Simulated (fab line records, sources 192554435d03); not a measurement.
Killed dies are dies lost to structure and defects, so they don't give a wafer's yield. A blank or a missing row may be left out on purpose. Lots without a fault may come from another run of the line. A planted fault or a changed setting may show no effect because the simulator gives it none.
fab line records | flow n5_finfet
record lots=4 wafers=12 last_day=18
route steps=1938 shown BEOL_M12@1650 BEOL_M13@1659 PASSIVATION@1936
lots that met no fault: from a run of the same line without faults
start_h: hours from the record's first day to the start of the lot's first wafer shown | wait_h: hours since the lot's step before | " the same as in the row above | L1.1+2: a row that stands for several wafers | - no value, or no start given | * or withheld: withheld | < > ~ a bound
route shown NAME@n: a module of which the file shows steps, and the number in the route of the first | usual: mean/standard deviation of fault-free wafers | same: alike in all rows | chamber/n: place in a boat | sites: the reading at each site | _std_site: their standard deviation | _edge_site: outer sites' mean less inner sites' | radius_mm: how far each site lies from the wafer's centre | mask NAME#n: copy n | behind: the tool/chamber that last shaped the wafer | hold: why the lot was held/for how many hours/how that ended | device: the transistor (n, p or np) that didn't switch | end of line: the same wafers' tests at the end of the route | a step without rows: its recipe alone | killed: dies lost to structure and defects at the first sort, not the wafer's yield | map: a wafer's dies, x killed, . not, _ none there
set.NAME: the setting as run; set.NAME@STEP: as run at that earlier step | model.NAME: the simulator's own value behind a step, which no gauge read
lots at some steps of the route; a table a step, a row a wafer
services: from which hour (start_h, from the record's first day; less than 0 if before it) a tool's chamber was out of use, for how many hours, and why
## steps
# step N5_BEOL_M12_SPUTTER_45
# recipe material=Cu target_thk_a=800 temp_c=-20 bias_v=60 power_w=26000 chamber_pressure_pa=0.13 time_s=13.33
# step N5_BEOL_M12_ECD_47
# recipe material=Cu target_thk_a=7200
# step N5_BEOL_M12_ANNEAL_48
# recipe temp_c=225 time_s=90 ambient=N2
# step N5_BEOL_M12_CMP_49
# recipe stop_on=SiOC t_overpolish_s=20.6 down_force_psi=1 platen_rpm=50 clearing_platen_down_force_psi=1.5 clearing_platen_rpm=50 post_cmp_clean=cu_alkaline target_thk_nm=320 clearing_platen_pad_velocity_m_s=0.99484 pad_velocity_m_s=0.99484
# step N5_BEOL_M12_PRE_CLEAN_52
# recipe gas=NH3 time_s=15 temp_c=withheld rf_power_w=300
# step N5_BEOL_M12_DEP_53
# recipe material=SiCN target_thk_a=300 temp_c=withheld precursor=3MS/NH3 pressure_torr=3 rf_w=675 time_s=10.5
# step N5_BEOL_M13_ILD_DEP_00
# recipe material=SiOC target_thk_a=8379.2 temp_c=350 precursor=DEMS/O2 pressure_torr=5 rf_w=500 time_s=166.4
# step N5_BEOL_M13_COAT_58
# recipe resist=BARC temp_c=205 time_s=60 spin_rpm=1500 resist_thk_nm=89
# step N5_BEOL_M13_COAT_04
# recipe spin_rpm=1625 resist_thk_nm=400
# usual spin_speed_rpm=1625.3/1
# columns lot.wafer tool chamber start_h wait_h spin_speed_rpm model.coat_of_BEOL_M13_COAT_04.thk_nm
L305.2 litho_track-02 0 313.26 - 1364.8 438
L305.5 " 0 " " 1362.6 438.4
L305.6 " 0 " " 1363.0 436.4
L307.2 litho_track-02 0 320.82 - 1364.5 436.6
L307.5 " 0 " " 1362.8 435.4
L307.6 " 0 " " 1363.1 435
L315.1 litho_track-02 0 382.53 - 1626.1 397.2
L315.4 " 0 " " 1624.6 398.4
L315.6 " 0 " " 1627.7 398
L318.4 litho_track-05 0 397.91 - 1625.3 399.8
L318.5 " 0 " " 1625.2 400.2
L318.6 " 0 " " 1625.3 399.2
# step N5_BEOL_M13_EBR_06
# recipe solvent=PGMEA ebr_width_mm=1.5
# step N5_BEOL_M13_SOFTBAKE_05
# recipe temp_c=130 time_s=60
# step N5_BEOL_M13_EXPOSE_07
# recipe mask_id=V12 na=0.93 source_shape=conventional sigma_outer=0.6 polarization=unpolarized attpsm_phase_deg=180 dose_mj=24.8
# step N5_BEOL_M13_PEB_08
# recipe peb_temp_c=130 peb_time_s=90
# step N5_BEOL_M13_DEVELOP_09
# recipe develop_time_s=45 rinse_liquid=diw dry=air_spin dev_temp_c=21
# step N5_BEOL_M13_HARDBAKE_14
# recipe temp_c=130 time_s=120
# step N5_BEOL_M13_DESCUM_15
# recipe chemistry=O2 time_s=7.9 source_power_w=50 bias_power_w=20 pressure_mtorr=20 rf_frequency_hz=2.712e+07 temp_c=40 o2_flow_sccm=225
# step N5_BEOL_M13_ETCH_59
# recipe chemistry=N2/H2 target=BARC target_depth_a=890 overetch_a=267 time_s=67.9 ion_energy_ev=200 pressure_mtorr=30 source_w=840 bias_w=150 n2_flow_sccm=200 h2_flow_sccm=200
# step N5_BEOL_M13_VIA_ETCH_16
# recipe chemistry=C4F8/O2/Ar target=SiOC pressure_mtorr=30 source_w=3000 bias_w=700 Ar_flow_sccm=400 C4F8_flow_sccm=15 O2_flow_sccm=8 he_inner_torr=15 he_outer_torr=30 target_depth_a=9217 time_s=withheld ion_energy_ev=250 ends=cleared
# usual C4F8_flow_sccm=15.01/0.044 bias_w=700.2/2.1 drypump_motor_current_A=6.0/0.44 oes_product_au=0.72/0.093 rf_fwd_power_W=2995/9.5 rf_vpp_V=664/4.2 showerhead_plenum_p_Torr=3.37/0.14 throttle_valve_pct=24.18/0.25
# columns lot.wafer tool chamber start_h wait_h C4F8_flow_sccm bias_w drypump_motor_current_A oes_product_au rf_fwd_power_W rf_vpp_V showerhead_plenum_p_Torr throttle_valve_pct model.coat_of_BEOL_M13_COAT_04.thk_nm
L305.2 rie_diel-01 3 313.70 0.0 15.03 701.2 6.3 0.90 2992 664 3.36 23.90 111.2
L305.5 " 2 " " 14.97 700.7 5.4 0.67 3010 665 3.42 24.22 107.6
L305.6 " 3 " " 14.99 700.4 6.3 0.91 2987 664 3.37 23.91 106.4
L307.2 rie_diel-01 2 321.39 0.0 14.94 700.3 5.4 0.65 2990 664 3.42 24.24 112.6
L307.5 " 0 " " 15.05 700.7 5.9 0.63 2986 665 3.35 24.56 108.4
L307.6 " 2 " " 14.98 700.0 5.4 0.66 2985 666 3.42 24.24 106.8
L315.1 rie_diel-06 1 382.97 0.0 15.07 699.7 6.0 0.66 2991 659 3.15 24.11 69.6
L315.4 " 0 " " 14.99 696.7 6.0 0.78 2987 663 3.33 23.84 71.2
L315.6 " 3 " " 14.98 701.6 6.7 0.83 2994 671 3.58 23.96 64.2
L318.4 rie_diel-06 0 398.47 0.0 14.97 697.6 6.0 0.77 2997 662 3.33 23.85 66
L318.5 " 3 " " 15.05 696.3 6.6 0.82 2997 670 3.58 23.99 68.4
L318.6 " 2 " " 14.98 701.4 5.6 0.62 2997 668 3.49 24.31 66.4
# step N5_BEOL_M13_STRIP_63
# recipe chemistry=N2/H2 power_w=1000 temp_c=250 h2_frac=0.65 overash_fraction=0.3 pressure_mtorr=1000 n2_flow_sccm=1750 h2_flow_sccm=3250
# usual drypump_motor_current_A=6.0/0.41 heater_power_w=324/38 oes_product_au=0.675/0.0053 strip_time_to_endpoint_s=28.1/1
# columns lot.wafer tool chamber start_h wait_h drypump_motor_current_A heater_power_w oes_product_au rf_hours_counter_h strip_time_to_endpoint_s
L305.2 plasma_asher-01 1 313.94 - 5.6 379 0.684 95 39.3
L305.5 " 1 " " 5.6 376 0.682 - 38.3
L305.6 " 0 " " 6.6 284 0.693 - 38.0
L307.2 plasma_asher-01 0 321.62 - 6.6 299 0.696 97 39.7
L307.5 " 0 " " 6.6 290 0.688 - 38.5
L307.6 " 1 " " 5.6 382 0.688 - 38.1
L315.1 plasma_asher-02 0 383.21 - 6.0 299 0.680 133 27.6
L315.4 " 0 " " 6.0 288 0.666 - 28.0
L315.6 " 1 " " 5.6 320 0.684 - 26.0
L318.4 plasma_asher-01 0 398.73 - 6.6 289 0.668 - 26.5
L318.5 " 1 " " 5.6 403 0.669 - 27.1
L318.6 " 0 " " 6.6 289 0.665 - 26.6
# step N5_BEOL_M13_STRIP_64
# recipe chemistry=N2/H2 power_w=1000 temp_c=250 h2_frac=0.65 overash_fraction=0.3 pressure_mtorr=withheld n2_flow_sccm=1750 h2_flow_sccm=3250
# step N5_PASSIVATION_PROBE_49
# usual defect_limited_yield=91.3/1.3 killed_at_M0_to_M3=34/9.1 killed_at_M4_up=14/5.6 killed_at_contacts=13/5.9 killed_at_front_end=39/11 killed_at_other=3.6/3 killed_dies=102/16 killed_open=68/12 killed_short=33/7.3 sort_bin_5_function=5.2/0.89 sort_bin_6_memory=3.2/0.68 sort_bin_8_speed=0.00/0.027 sort_n_pass=1078/16 sort_yield_pct=91.3/1.3
# same gross_dies=1180 killed_at_back_side=0 sort_bin_4_leakage[%]=0
# columns lot.wafer tool chamber start_h wait_h defect_limited_yield[%] killed_at_M0_to_M3 killed_at_M4_up killed_at_contacts killed_at_front_end killed_at_other killed_dies killed_open killed_short sort_bin_5_function[%] sort_bin_6_memory[%] sort_bin_8_speed[%] sort_n_pass sort_yield_pct[%]
L305.2 prober-01 - 347.32 0.1 91.5 42 20 14 24 0 100 71 28 4.5 3.9 0 1080 91.5
L305.5 prober-01 - 347.47 0.2 94.2 32 8 7 18 3 68 48 20 3.3 2.5 0 1112 94.2
L305.6 prober-01 - 347.52 0.3 92.2 38 18 8 27 1 92 70 22 5.1 2.7 0 1088 92.2
L307.2 prober-02 - 357.24 0.1 91.7 26 13 18 41 0 98 65 30 5.5 2.7 0 1082 91.7
L307.5 prober-02 - 357.39 0.2 91.4 29 13 10 46 4 102 54 34 3.1 4.1 0 1078 91.4
L307.6 prober-02 - 357.44 0.3 90.9 30 21 19 37 0 107 69 37 5.3 3.6 0 1073 90.9
L315.1 prober-02 - 417.38 0.0 90.7 29 17 17 43 4 110 64 41 5.3 3.7 0.25 1067 90.4
L315.4 prober-02 - 417.53 0.2 92.4 32 9 15 34 0 90 62 28 4.2 3.2 0 1090 92.4
L315.6 prober-02 - 417.63 0.3 91.1 44 17 10 32 2 105 67 35 5.3 3.2 0 1075 91.1
L318.4 prober-02 - 436.34 0.2 91.5 33 8 28 28 3 100 65 34 5.7 2.6 0 1080 91.5
L318.5 prober-02 - 436.39 0.2 92.6 18 8 15 41 5 87 56 30 4.3 2.9 0 1093 92.6
L318.6 prober-02 - 436.44 0.3 91.4 20 30 21 28 3 102 76 26 5.8 2.7 0 1078 91.4
# killed by level:class
L305.2 BEOL_M3:geometric_particle:open=11 MOL_CONTACT_COAG:geometric_particle:open=10 BEOL_M1:geometric_particle:open=10 BEOL_M2:geometric_particle:open=8 BEOL_M5:geometric_particle:open=7 GATE_CUT:geometric_particle:short=6 BEOL_M4:geometric_particle:open=5 MOL_CONTACT_COAG:geometric_particle:short=4
L305.5 BEOL_M1:geometric_particle:open=8 BEOL_M2:geometric_particle:open=8 FIN_SAQP:geometric_particle:open=5 MOL_CONTACT_COAG:geometric_particle:open=5 BEOL_M0_SAQP:geometric_particle:open=5 DUMMY_GATE:geometric_particle:open=4 BEOL_M1:geometric_particle:short=4 BEOL_M0_SAQP:geometric_particle:short=3
L305.6 BEOL_M1:geometric_particle:open=12 BEOL_M4:geometric_particle:open=10 MOL_CONTACT_COAG:geometric_particle:open=7 BEOL_M2:geometric_particle:open=7 FIN_SAQP:geometric_particle:open=5 DUMMY_GATE:geometric_particle:open=5 BEOL_M0_SAQP:geometric_particle:open=5 FIN_SAQP:geometric_particle:short=4
L307.2 MOL_CONTACT_COAG:geometric_particle:open=11 FIN_SAQP:geometric_particle:open=7 MOL_CONTACT_COAG:geometric_particle:short=7 BEOL_M4:geometric_particle:open=7 FIN_SAQP:geometric_particle:short=5 STI_FIN_REVEAL:geometric_particle:open=5 BEOL_M0:geometric_particle:open=5 BEOL_M1:geometric_particle:open=5
L307.5 HKMG_FIN:area_etch=13 FIN_SAQP:geometric_particle:open=10 FIN_SAQP:geometric_particle:short=10 BEOL_M3:geometric_particle:open=8 MOL_CONTACT_COAG:geometric_particle:open=7 BEOL_M0_SAQP:geometric_particle:open=6 BEOL_M0_SAQP:geometric_particle:short=4 GATE_CUT:geometric_particle:short=3
L307.6 MOL_CONTACT_COAG:geometric_particle:open=16 BEOL_M4:geometric_particle:open=10 BEOL_M0_SAQP:geometric_particle:open=8 BEOL_M0_SAQP:geometric_particle:short=8 FIN_SAQP:geometric_particle:open=7 FIN_SAQP:geometric_particle:short=6 STI_FIN_REVEAL:geometric_particle:open=5 STARTING-WAFER:geometric_particle:short=5
L315.1 MOL_CONTACT_COAG:geometric_particle:open=14 BEOL_M0_SAQP:geometric_particle:short=12 FIN_SAQP:geometric_particle:open=10 GATE_CUT:geometric_particle:short=7 BEOL_M0_SAQP:geometric_particle:open=7 FIN_SAQP:geometric_particle:short=6 BEOL_M4:geometric_particle:short=6 DUMMY_GATE:geometric_particle:open=5
L315.4 MOL_CONTACT_COAG:geometric_particle:open=10 BEOL_M2:geometric_particle:open=9 FIN_SAQP:geometric_particle:open=8 FIN_SAQP:geometric_particle:short=7 BEOL_M1:geometric_particle:open=7 BEOL_M0_SAQP:geometric_particle:short=6 MOL_CONTACT_COAG:geometric_particle:short=5 GATE_CUT:geometric_particle:open=4
L315.6 BEOL_M0_SAQP:geometric_particle:open=12 FIN_SAQP:geometric_particle:open=9 BEOL_M4:geometric_particle:open=9 BEOL_M2:geometric_particle:open=7 BEOL_M3:geometric_particle:open=7 BEOL_M0_SAQP:geometric_particle:short=6 MOL_CONTACT_COAG:geometric_particle:open=5 MOL_CONTACT_COAG:geometric_particle:short=5
L318.4 MOL_CONTACT_COAG:geometric_particle:open=21 BEOL_M1:geometric_particle:open=8 FIN_SAQP:geometric_particle:open=7 MOL_CONTACT_COAG:geometric_particle:short=7 BEOL_M0_SAQP:geometric_particle:short=7 FIN_SAQP:geometric_particle:short=5 STI_FIN_REVEAL:geometric_particle:open=5 BEOL_M0_SAQP:geometric_particle:open=5
L318.5 STI_FIN_REVEAL:geometric_particle:open=12 MOL_CONTACT_COAG:geometric_particle:open=11 FIN_SAQP:geometric_particle:short=9 STARTING-WAFER:geometric_particle:open=6 BEOL_M3:geometric_particle:open=5 FIN_SAQP:geometric_particle:open=4 MOL_CONTACT_COAG:geometric_particle:short=4 STI_FIN_REVEAL:geometric_particle:short=3
L318.6 MOL_CONTACT_COAG:geometric_particle:open=19 BEOL_M4:geometric_particle:open=18 BEOL_M0:geometric_particle:open=6 FIN_SAQP:geometric_particle:open=5 BEOL_M5:geometric_particle:open=5 FIN_SAQP:geometric_particle:short=4 GATE_CUT:geometric_particle:short=4 BEOL_M1:geometric_particle:open=4
## services
# columns tool chamber start_h hours kind
rie_diel-01 1 305.06 - clean
rie_diel-01 1 305.06 - consumable_replace:focus_ring
rie_diel-01 1 305.06 19.5 scheduled_down
rie_diel-01 1 305.06 19.5 vent_cycle
plasma_asher-01 - 306.87 4.2 repair
litho_track-02 - 308.18 - consumable_replace:filter
rie_diel-01 1 329.54 2.5 repair
rie_diel-01 - 345.20 2.8 pm
rie_diel-01 0 351.30 - clean
rie_diel-01 0 351.30 - consumable_replace:focus_ring
rie_diel-01 0 351.30 10.8 scheduled_down
rie_diel-01 0 351.30 10.8 vent_cycle
## key
first_sign step=N5_BEOL_M13_COAT_04 reading=spin_speed_rpm direction=down sigmas=99+ usual=* struck=*
effect step=N5_BEOL_M13_STRIP_63 reading=strip_time_to_endpoint_s direction=up sigmas=10 usual=* struck=*
model_effect step=N5_BEOL_M13_COAT_04 value=coat_of_BEOL_M13_COAT_04.thk_nm without=399.9 struck=436.6
model_effect step=N5_BEOL_M13_VIA_ETCH_16 value=coat_of_BEOL_M13_COAT_04.thk_nm without=72.13 struck=108.8
met_at N5_BEOL_M13_COAT_04
struck_wafers L305.2,L305.5,L305.6,L307.2,L307.5,L307.6
baseline_loss step=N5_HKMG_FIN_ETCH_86 wafers=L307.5
fault kind=process_parameter_drift tool=litho_track-02 chamber=- onset_h=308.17 steps=N5_BEOL_M13_COAT_04 channel=spin_rpm offset=* shape=step end_h=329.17 acts_in=* stated=*
# baseline_loss: these wafers lose ten dies or more at that step, a loss of the line's own and not of a fault; the sort's usual values leave them out
